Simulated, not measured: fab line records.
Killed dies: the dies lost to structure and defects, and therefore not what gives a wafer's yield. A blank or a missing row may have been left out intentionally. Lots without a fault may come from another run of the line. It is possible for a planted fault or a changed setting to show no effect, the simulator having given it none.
Comparing a struck lot with a sound one :: flow nand-harc :: 21 steps out of a route of 1302
Sound: the wafers L181.3, L181.4, L181.6. Wafers L173.3, L173.4, L173.6 were the ones struck. The cause comes at the end.
Per side, at each step with rows, come the tool, then ch with its chambers, and then its first start. Under that, the readings that differ: sound wafers :: struck wafers :: difference of the means :: sigmas: that difference in standard deviations of wafers without a fault.
alike: a reading whose means differ by less than 2 such deviations, as well as words and numbers matching on both sides. not compared: withheld readings; readings where some wafer has no value; bounds like >300 that might hide an equal value; numbers whose values overlap and for which the record gives no deviation.
The two part at a step that has a row with sigmas, a row that says differs or no value, or rows on one side only. Non-overlapping numbers with no deviation appear without sigmas and do not part them. A reading that every wafer of one side lacks parts them only if that side has two wafers or more.

NHARC_P_M2_CD_MEAS_09: the cd target is 170 nm.
  sound on cd-sem-01 ch 0, day 15 01:34; struck on cd-sem-03 ch 0, day 11 18:25
  alike: cd-nm
NHARC_P_M2_OVL_MEAS_10: pitch 340 nm.
  sound: overlay-02 at day 15 01:39; struck: overlay-02 at day 11 18:30
  alike: overlay-x-nm, overlay-y-nm
NHARC_P_M2_INSPECT_11:
  sound: defect-inspect-01 at day 15 01:41; struck: defect-inspect-02 at day 11 18:32
  alike: raw-defect-count
NHARC_P_M2_DESCUM_14: chemistry O2, time 3 s.
  sound on rie-diel-01 ch 0,2, day 15 01:44; struck on rie-diel-01 ch 0,2,3, day 11 18:37
  alike: drypump-motor-current-A, oes-product-au, rf-vpp-V, showerhead-plenum-p-Torr, throttle-valve-pct
  not compared: rf-hours-counter-h
NHARC_P_M2_ETCH_35: etches the open film in N2/H2, target depth 40 nm, overetch 12 nm, time 43.94 s.
  sound on rie-diel-01 ch 1,3, day 15 01:50; struck on rie-diel-01 ch 1,3, day 11 18:41
  alike: drypump-motor-current-A, oes-product-au, rf-fwd-power-W, rf-vpp-V, showerhead-plenum-p-Torr, throttle-valve-pct
  not compared: rf-hours-counter-h
NHARC_P_M2_ETCH_15: etches the open film in C4F8/Ar, target depth 182.5 nm, time 91.2 s.
  sound on rie-diel-01 ch 0,1,3; struck on rie-diel-01 ch 0,1
  alike: oes-product-au, rf-fwd-power-W, rf-vpp-V
  not compared: rf-hours-counter-h
NHARC_P_M2_CD_MEAS_16:
  sound: cd-sem-02 at day 15 02:04; struck: cd-sem-02 at day 11 18:55
  alike: cd-nm
then, 3 steps without rows for these wafers: NHARC_P_M2_STRIP_18 (strips in N2/H2); NHARC_P_M2_ETCH_28 (etches the open film in CF4/N2, target depth 30 nm, time 72.99 s); NHARC_P_M2_STRIP_19 (strips in post etch residue remover, time 600 s).
NHARC_P_M2_DEGAS_29: time 60 s.
  sound: pvd-sputter-01 at day 15 02:46; struck: pvd-sputter-01 at day 11 19:44
  alike: heater-power-w
then, 1 step without rows for these wafers: NHARC_P_M2_PRE_CLEAN_30 (time 30 s).
NHARC_P_M2_PVD_20: deposits TaN, target thk 5 nm, time 8.06 s.
  sound: pvd-sputter-01 at day 15 02:53; struck: pvd-sputter-01 at day 11 19:51
  alike: throttle-valve-pct
then, 4 steps without rows for these wafers: NHARC_P_M2_PVD_21 (deposits Cu, target thk 30 nm, time 20.49 s); NHARC_P_M2_ECD_22 (material Cu, target thk 400 nm); NHARC_P_M2_ANNEAL_31 (time 90 s); NHARC_P_M2_CMP_23 (polishes, t overpolish 20 s, target thk 144.3 nm).
NHARC_P_M2_THK_MEAS_24: measures by xrf.
  sound: film-metro-01 at day 15 04:10; struck: film-metro-02 at day 11 21:08
  alike: thk-nm
following that, these wafers have no rows for 1 step: NHARC_P_M2_SRD_25.
NHARC_P_M2_PRE_CLEAN_32: time 12 s.
  sound on pecvd-03 ch 0,1,2, day 15 04:25; struck on pecvd-04 ch 0,1,2, day 11 22:58
reading: hold
sound: - - -
struck: await-dispo/1.4h/release await-dispo/1.4h/release await-dispo/1.4h/release
difference: no value on the sound wafers
sigmas: 
  alike: heater-power-w, rf-fwd-power-W
  not compared: since-wet-clean-h
-- record jumps: 18 days between struck wafers' starts before vs after; left off in module P_M2, resumes in module END, first step shown is number 1302 of the route --
NHARC_END_SORT_01:
  sound on prober-02 ch 0, day 33 13:45; struck on prober-01 ch 0, day 30 01:55
reading: defect-limited-yield (%)
sound: 92.6 93.4 92.9
struck: 76.7 75.8 80.2
difference: -15.4
sigmas: -6

reading: killed-at-periphery
sound: 2 2 1
struck: 74 85 69
difference: +74
sigmas: +26

reading: killed-dies
sound: 50 45 48
struck: 158 164 134
difference: +104
sigmas: +6

reading: sort_bin_2_pct (%)
sound: 2.8 2.4 1.0
struck: 7.4 8.9 7.4
difference: +5.8
sigmas: +5

reading: sort_bin_3_pct (%)
sound: 0.3 0.4 0.3
struck: 5.9 6.5 5.6
difference: +5.7
sigmas: +15

reading: sort_bin_4_pct (%)
sound: 4.3 3.8 5.8
struck: 10.0 8.9 6.8
difference: +3.9
sigmas: +3

reading: sort-n-pass
sound: 627 632 629
struck: 519 513 543
difference: -104
sigmas: -6

reading: sort-rim-yield-pct (%)
sound: 91 92 91
struck: 69 75 77
difference: -18
sigmas: -4

reading: sort-yield-pct (%)
sound: 92.6 93.4 92.9
struck: 76.7 75.8 80.2
difference: -15.4
sigmas: -6
  alike: killed-at-array, killed-at-other, killed-open, killed-short

WHERE THEY PART
Earliest at NHARC_P_M2_PRE_CLEAN_32; latest, in this record, at NHARC_END_SORT_01.

WHY: what the simulator had put in
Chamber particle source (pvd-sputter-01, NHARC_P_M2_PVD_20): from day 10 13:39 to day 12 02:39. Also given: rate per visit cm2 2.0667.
